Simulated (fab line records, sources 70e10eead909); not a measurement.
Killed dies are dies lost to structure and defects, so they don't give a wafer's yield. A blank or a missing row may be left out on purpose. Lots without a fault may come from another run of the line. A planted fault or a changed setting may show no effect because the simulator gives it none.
fab line records | flow nand_harc
record lots=13 wafers=39 last_day=24
route steps=1159 shown P_ZERO_WELL@17 P_STI@81
lots that met no fault: from a run of the same line without faults
start_h: hours from the record's first day to the start of the lot's first wafer shown | wait_h: hours since the lot's step before | " the same as in the row above | L1.1+2: a row that stands for several wafers | - no value, or no start given | * or withheld: withheld | < > ~ a bound
route shown NAME@n: a module of which the file shows steps, and the number in the route of the first | usual: mean/standard deviation of fault-free wafers | same: alike in all rows | chamber/n: place in a boat | sites: the reading at each site | _std_site: their standard deviation | _edge_site: outer sites' mean less inner sites' | radius_mm: how far each site lies from the wafer's centre | mask NAME#n: copy n | behind: the tool/chamber that last shaped the wafer | hold: why the lot was held/for how many hours/how that ended | device: the transistor (n, p or np) that didn't switch | end of line: the same wafers' tests at the end of the route | a step without rows: its recipe alone | killed: dies lost to structure and defects at the first sort, not the wafer's yield | map: a wafer's dies, x killed, . not, _ none there
set.NAME: the setting as run; set.NAME@STEP: as run at that earlier step | model.NAME: the simulator's own value behind a step, which no gauge read
steps of the route over a sample of lots; a table a step, a row a wafer
services: from which hour (start_h, from the record's first day; less than 0 if before it) a tool's chamber was out of use, for how many hours, and why
## steps
# step NHARC_P_ZERO_WELL_ETCH_65
# recipe target_depth_a=800 overetch_a=240 time_s=87.88 ion_energy_ev=200 n2_flow_sccm=150 h2_flow_sccm=150 ar_flow_sccm=0 rf_w=400 bias_w=150 chemistry=N2/H2
# usual drypump_motor_current_A=5.8/0.43 n2_flow_sccm=150.0/0.46 oes_product_au=1.003/0.0079 rf_fwd_power_W=396.7/1.4 rf_vpp_V=430.3/2.3 showerhead_plenum_p_Torr=2.03/0.076 throttle_valve_pct=14.173/0.0094
# columns lot.wafer tool chamber start_h wait_h drypump_motor_current_A n2_flow_sccm oes_product_au rf_fwd_power_W rf_hours_counter_h rf_vpp_V showerhead_plenum_p_Torr throttle_valve_pct
L736.2 rie_diel-02 3 13.49 0.1 5.2 148.8 1.003 395.8 2 426.2 1.93 14.174
L736.4 " 0 " " 5.8 150.3 1.010 397.6 2 430.4 2.04 14.189
L736.5 " 2 " " 5.9 150.2 1.005 395.6 - 432.3 2.10 14.174
L737.3 rie_diel-01 0 19.51 0.1 6.7 149.7 1.007 396.1 2 435.3 2.18 14.179
L737.4 " 3 " " 5.2 150.8 1.006 398.2 2 430.7 2.06 14.174
L737.6 " 0 " " 6.7 150.0 1.007 396.1 - 433.0 2.18 14.173
L740.4 rie_diel-13 3 37.61 0.1 5.6 150.9 1.009 398.1 7 427.4 2.00 14.178
L740.3 " 0 " " 6.3 149.6 1.000 394.0 6 427.5 1.93 14.171
L740.5 " 2 " " 5.8 150.0 1.008 398.9 - 432.8 2.15 14.176
L742.4 rie_diel-13 3 49.53 0.1 5.6 150.9 1.001 397.4 7 428.8 2.00 14.172
L742.3 " 0 " " 6.4 149.8 0.999 397.6 7 427.9 1.94 14.185
L742.5 " 2 " " 5.8 149.8 1.010 399.2 - 432.8 2.15 14.179
L746.3 rie_diel-02 1 73.38 0.1 5.5 149.0 0.994 396.4 7 430.2 2.05 14.165
L746.1 " 0 " " 5.7 151.3 1.003 397.1 7 429.7 2.04 14.174
L746.6 " 1 " " 5.5 149.8 0.997 396.3 - 429.6 2.05 14.166
L748.2 rie_diel-01 2 85.51 0.1 6.7 150.1 1.006 397.8 6 429.8 2.03 14.183
L748.4 " 0 " " 6.7 149.2 0.997 397.6 6 433.4 2.18 14.166
L748.6 " 3 " " 5.2 151.1 1.003 396.2 - 430.9 2.06 14.164
L749.2 rie_diel-01 0 91.37 0.1 6.7 150.8 1.008 397.0 6 435.2 2.18 14.176
L749.5 " 2 " " 6.7 149.3 1.004 397.8 - 430.6 2.03 14.154
L749.6 " 3 " " 5.2 149.6 1.003 396.7 - 429.9 2.06 14.152
L754.1 rie_diel-13 2 121.46 0.1 5.8 150.2 0.999 394.7 1 433.5 2.15 14.176
L754.3 " 3 " " 5.6 149.5 1.007 396.7 1 429.7 2.00 14.159
L754.5 " 1 " " 6.3 149.5 1.007 398.7 - 428.8 1.99 14.171
L755.2 rie_diel-02 1 127.49 0.1 5.6 150.2 0.988 397.8 10 427.6 2.04 14.151
L755.1 " 2 " " 5.9 150.1 0.996 396.1 10 432.1 2.10 14.171
L755.6 " 1 " " 5.5 149.7 1.002 397.7 - 430.5 2.05 14.164
L756.1 rie_diel-13 3 133.78 0.2 5.6 150.1 1.001 397.0 2 429.9 2.00 14.176
L756.5 " 2 " " 5.8 149.4 0.995 396.7 - 433.2 2.15 14.169
L756.6 " 3 " " 5.6 150.5 0.997 396.2 - 428.7 2.00 14.188
L757.1 rie_diel-13 3 139.49 0.1 5.6 150.4 1.009 396.8 2 430.0 2.00 14.165
L757.4 " 2 " " 5.8 149.8 1.028 394.5 2 434.9 2.15 14.162
L757.5 " 0 " " 6.3 150.6 1.005 397.4 - 427.7 1.93 14.177
L758.4 rie_diel-02 2 145.53 0.1 5.9 150.7 0.998 394.9 13 432.3 2.10 14.166
L758.2 " 3 " " 5.2 150.3 1.006 395.9 12 427.2 1.92 14.201
L758.6 " 3 " " 5.2 150.5 1.015 398.0 - 427.2 1.92 14.170
L759.1 rie_diel-13 1 151.50 0.1 6.3 150.1 1.013 397.6 2 429.1 1.99 14.161
L759.2 " 2 " " 5.8 150.3 1.015 397.6 3 435.0 2.15 14.174
L759.4 " 0 " " 6.4 150.4 1.005 395.3 2 428.1 1.93 14.183
# step NHARC_P_STI_PEB_07
# recipe peb_temp_c=128 peb_time_s=80
# usual heater_power_total_W=189.8/0.76 plate_temp_C=128.01/0.15
# columns lot.wafer tool chamber start_h wait_h heater_power_total_W plate_temp_C
L736.2 litho_track-07 0 31.58 0.1 189.7 127.81
L736.4 " 0 " " 189.3 127.79
L736.5 " 0 " " 188.7 127.78
L737.3 litho_track-02 0 42.50 0.1 189.4 128.30
L737.4 " 0 " " 189.5 128.00
L737.6 " 0 " " 188.5 127.91
L740.3 litho_track-02 0 60.12 0.1 175.5 121.20
L740.4 " 0 " " 177.2 121.19
L740.5 " 0 " " 177.3 121.12
L742.3 litho_track-02 0 68.23 0.1 175.9 121.37
L742.4 " 0 " " 177.7 121.14
L742.5 " 0 " " 176.9 121.42
L746.1 litho_track-02 0 94.74 0.1 177.8 120.96
L746.3 " 0 " " 176.2 121.33
L746.6 " 0 " " 177.5 121.40
L748.2 litho_track-07 0 108.46 0.1 188.7 127.99
L748.4 " 0 " " 189.8 127.91
L748.6 " 0 " " 189.1 128.03
L749.2 litho_track-05 0 115.48 0.1 189.3 127.86
L749.5 " 0 " " 189.3 128.00
L749.6 " 0 " " 189.3 127.88
L754.1 litho_track-07 0 142.51 0.1 190.7 128.10
L754.3 " 0 " " 188.8 128.07
L754.5 " 0 " " 189.8 128.11
L755.1 litho_track-07 0 148.76 0.1 189.7 128.12
L755.2 " 0 " " 189.4 127.94
L755.6 " 0 " " 190.5 127.90
L756.1 litho_track-07 0 155.43 0.1 189.1 127.68
L756.5 " 0 " " 188.6 127.82
L756.6 " 0 " " 189.3 127.91
L758.2 litho_track-07 0 163.52 0.1 190.8 128.16
L758.4 " 0 " " 189.5 128.01
L758.6 " 0 " " 190.9 128.06
L757.1 litho_track-02 0 163.68 0.1 190.9 127.91
L757.4 " 0 " " 188.9 128.02
L757.5 " 0 " " 190.0 128.04
L759.1 litho_track-05 0 172.72 0.1 190.9 127.78
L759.2 " 0 " " 190.5 127.91
L759.4 " 0 " " 189.2 127.86
# step NHARC_P_STI_CD_MEAS_09
# recipe target_cd_nm=200 landing_energy_ev=500
# usual cd_nm=200.0/1.8
# columns lot.wafer tool chamber start_h wait_h cd_nm
L736.2 cd_sem-03 0 31.66 - 199.9
L736.4 " 0 " " 199.7
L736.5 " 0 " " 201.2
L737.3 cd_sem-03 0 42.59 - 200.3
L737.4 " 0 " " 197.2
L737.6 " 0 " " 197.7
L740.3 cd_sem-03 0 60.21 - 127.0
L740.4 " 0 " " 125.7
L740.5 " 0 " " 126.5
L742.3 cd_sem-03 0 68.32 - 127.6
L742.4 " 0 " " 125.9
L742.5 " 0 " " 126.0
L746.1 cd_sem-02 0 94.83 - 135.9
L746.3 " 0 " " 134.0
L746.6 " 0 " " 133.3
L748.2 cd_sem-02 0 108.54 - 199.6
L748.4 " 0 " " 201.3
L748.6 " 0 " " 199.2
L749.2 cd_sem-03 0 115.57 - 201.7
L749.5 " 0 " " 200.5
L749.6 " 0 " " 202.0
L754.1 cd_sem-02 0 142.60 - 200.9
L754.3 " 0 " " 197.8
L754.5 " 0 " " 200.6
L755.1 cd_sem-03 0 148.84 - 200.1
L755.2 " 0 " " 200.6
L755.6 " 0 " " 201.4
L756.1 cd_sem-01 0 155.52 - 199.9
L756.5 " 0 " " 202.4
L756.6 " 0 " " 200.1
L758.2 cd_sem-03 0 163.60 - 200.2
L758.4 " 0 " " 199.2
L758.6 " 0 " " 201.3
L757.1 cd_sem-03 0 163.77 - 198.9
L757.4 " 0 " " 197.0
L757.5 " 0 " " 198.6
L759.1 cd_sem-03 0 172.80 - 201.1
L759.2 " 0 " " 198.1
L759.4 " 0 " " 199.7
# step NHARC_P_STI_DESCUM_14
# recipe time_s=3 o2_flow_sccm=200 ar_flow_sccm=0 bias_power_w=0 chemistry=O2
# usual drypump_motor_current_A=5.7/0.47 oes_product_au=0.999/0.0077 rf_vpp_V=57.7/1 showerhead_plenum_p_Torr=1.88/0.09 throttle_valve_pct=11.312/0.0092
# columns lot.wafer tool chamber start_h wait_h drypump_motor_current_A oes_product_au rf_hours_counter_h rf_vpp_V showerhead_plenum_p_Torr throttle_valve_pct
L736.2 rie_diel-10 2 31.92 - 5.8 0.994 2 58.9 1.80 11.327
L736.4 " 3 " " 5.2 1.001 1 57.7 1.80 11.312
L736.5 " 2 " " 5.7 1.002 - 56.8 1.80 11.301
L737.3 rie_diel-05 1 42.85 - 6.1 1.001 1 56.0 1.83 11.315
L737.4 " 2 " " 5.7 1.010 1 57.8 1.80 11.305
L737.6 " 0 " " 6.5 1.002 - 57.7 2.06 11.317
L740.4 rie_diel-04 0 60.48 - 6.2 1.011 4 59.1 1.79 11.300
L740.3 " 1 " " 5.6 1.004 4 56.9 1.91 11.322
L740.5 " 3 " " 5.8 0.997 - 57.9 2.04 11.315
L742.4 rie_diel-04 0 68.57 - 6.3 1.008 4 54.6 1.79 11.310
L742.3 " 1 " " 5.6 0.998 4 59.2 1.91 11.322
L742.5 " 1 " " 5.6 1.002 - 58.2 1.91 11.306
L746.3 rie_diel-04 1 95.10 - 5.6 1.009 5 58.4 1.91 11.299
L746.1 " 2 " " 6.2 1.005 6 58.7 1.90 11.308
L746.6 " 0 " " 6.2 1.002 - 56.2 1.79 11.296
L748.2 rie_diel-05 3 108.82 - 5.3 1.014 2 59.0 1.91 11.304
L748.4 " 1 " " 6.1 1.007 3 58.1 1.83 11.310
L748.6 " 3 " " 5.2 1.015 - 58.3 1.91 11.314
L749.2 rie_diel-10 3 115.86 - 5.2 0.991 8 56.8 1.80 11.321
L749.6 " 1 " " 4.7 1.006 - 57.6 1.80 11.316
L749.5 " 2 " " 5.8 0.996 - 56.5 1.80 11.328
L754.3 rie_diel-10 3 142.86 - 5.2 0.988 10 58.0 1.80 11.289
L754.1 " 1 " " 4.8 1.003 9 55.8 1.80 11.315
L754.5 " 0 " " 5.5 0.977 - 57.6 1.96 11.306
L755.1 rie_diel-10 2 149.10 - 5.8 0.985 9 57.3 1.80 11.318
L755.2 " 0 " " 5.5 0.984 10 58.3 1.96 11.304
L755.6 " 2 " " 5.8 0.988 - 57.8 1.80 11.293
L756.1 rie_diel-10 1 155.79 - 4.8 0.995 9 57.6 1.80 11.313
L756.5 " 0 " " 5.5 0.985 - 58.1 1.96 11.332
L756.6 " 1 " " 4.8 0.994 - 58.5 1.80 11.303
L758.4 rie_diel-04 0 163.86 - 6.2 1.004 1 57.5 1.79 11.302
L758.2 " 1 " " 5.6 1.005 1 58.0 1.91 11.305
L758.6 " 0 " " 6.2 1.011 - 58.4 1.79 11.315
L757.1 rie_diel-04 1 164.04 - 5.6 0.992 1 59.2 1.91 11.286
L757.4 " 2 " " 6.2 0.999 1 58.1 1.90 11.304
L757.5 " 1 " " 5.6 0.991 - 58.1 1.91 11.317
L759.1 rie_diel-10 0 173.06 - 5.5 1.002 10 58.9 1.96 11.286
L759.4 " 1 " " 4.8 1.008 10 56.6 1.80 11.315
L759.2 " 3 " " 5.2 0.995 11 56.1 1.80 11.310
# step NHARC_P_STI_INSPECT_25
# usual raw_defect_count=209/74
# columns lot.wafer tool chamber start_h wait_h raw_defect_count
L736.2 defect_inspect-01 - 66.59 0.4 130
L736.4 " - " " 118
L736.5 " - " " 170
L737.3 defect_inspect-02 - 71.32 0.4 157
L737.4 " - " " 285
L737.6 " - " " 162
L740.3 defect_inspect-02 - 85.80 0.4 217
L740.4 " - " " 251
L740.5 " - " " 388
L742.3 defect_inspect-01 - 99.89 0.4 201
L742.4 " - " " 232
L742.5 " - " " 159
L746.1 defect_inspect-01 - 127.93 0.4 180
L746.3 " - " " 146
L746.6 " - " " 174
L748.2 defect_inspect-02 - 145.24 0.4 170
L748.4 " - " " 223
L748.6 " - " " 140
L749.2 defect_inspect-02 - 149.05 0.4 347
L749.5 " - " " 194
L749.6 " - " " 212
L754.1 defect_inspect-02 - 170.19 0.4 281
L754.3 " - " " 126
L754.5 " - " " 117
L755.1 defect_inspect-01 - 178.35 0.4 293
L755.2 " - " " 275
L755.6 " - " " 283
L756.1 defect_inspect-02 - 185.65 0.4 127
L756.5 " - " " 138
L756.6 " - " " 205
L757.1 defect_inspect-02 - 193.76 0.4 255
L757.4 " - " " 179
L757.5 " - " " 295
L758.2 defect_inspect-01 - 193.76 0.4 271
L758.4 " - " " 170
L758.6 " - " " 128
L759.1 defect_inspect-01 - 199.95 0.4 180
L759.2 " - " " 164
L759.4 " - " " 169
## services
# columns tool chamber start_h hours kind
litho_track-02 - -10.00 7.0 pm
rie_diel-10 - -0.50 9.0 pm
rie_diel-10 0 -0.50 9.0 vent_cycle
rie_diel-10 1 -0.50 9.0 vent_cycle
rie_diel-10 2 -0.50 9.0 vent_cycle
rie_diel-10 3 -0.50 9.0 vent_cycle
rie_diel-05 3 8.14 11.7 repair
litho_track-07 - 14.00 7.0 pm
rie_diel-13 0 18.28 5.0 repair
rie_diel-02 3 28.76 13.3 repair
litho_track-05 - 62.00 7.0 pm
rie_diel-13 - 99.00 9.0 pm
rie_diel-10 0 100.34 4.2 repair
rie_diel-02 2 106.13 2.4 repair
rie_diel-10 0 106.52 4.4 repair
rie_diel-04 3 109.41 4.2 repair
rie_diel-04 - 111.90 9.0 pm
rie_diel-13 1 117.18 2.7 repair
rie_diel-04 - 132.18 0.6 repair
rie_diel-01 - 137.80 9.0 pm
rie_diel-10 1 147.07 7.9 repair
rie_diel-02 - 150.70 9.0 pm
rie_diel-05 - 163.60 9.0 pm
litho_track-02 - 165.00 7.0 pm
## key
first_sign step=NHARC_P_STI_PEB_07 reading=plate_temp_C direction=down sigmas=45 usual=* struck=*
effect step=NHARC_P_STI_PEB_07 reading=heater_power_total_W direction=down sigmas=17 usual=* struck=*
effect step=NHARC_P_STI_CD_MEAS_09 reading=cd_nm direction=down sigmas=40 usual=200.0 struck=129.1 through=control_loop
met_at NHARC_P_STI_PEB_07
struck_lots L740,L742,L746
later_rows_left_out L740.3,L740.4,L740.5,L742.3,L742.4,L742.5,L746.1,L746.3,L746.6
sort_left_out L740.3,L740.4,L740.5,L742.3,L742.4,L742.5,L746.1,L746.3,L746.6
tester_left_out L740,L742,L746
loop_trim step=NHARC_P_STI_EXPOSE_06 setting=dose lots=L746
not_acting_at NHARC_P_ZERO_WELL_ETCH_65,NHARC_P_STI_DESCUM_14,NHARC_P_STI_INSPECT_25
onset_between 42.50 60.12
fault kind=process_parameter_drift tool=litho_track-02 chamber=- onset_h=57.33 steps=NHARC_P_STI_PEB_07 channel=peb_temp_c offset=* shape=step end_h=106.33 acts_in=* stated=*
# tester_left_out: of these lots the tester's yield and bins aren't shown, on N5 and GAA mostly nor the transistor test; their killed dies are dies lost to structure and defects alone, not to doping, threshold or leakage, so they don't give the yield
# sort_left_out: the simulated sort isn't trusted on such a fault, so these wafers' sort isn't shown, and their yield isn't known
# later_rows_left_out: the simulator's readings of these wafers behind a module that went badly wrong aren't trusted and aren't shown, but for the sort
# loop_trim: a control loop set the setting to another value than it would have without faults
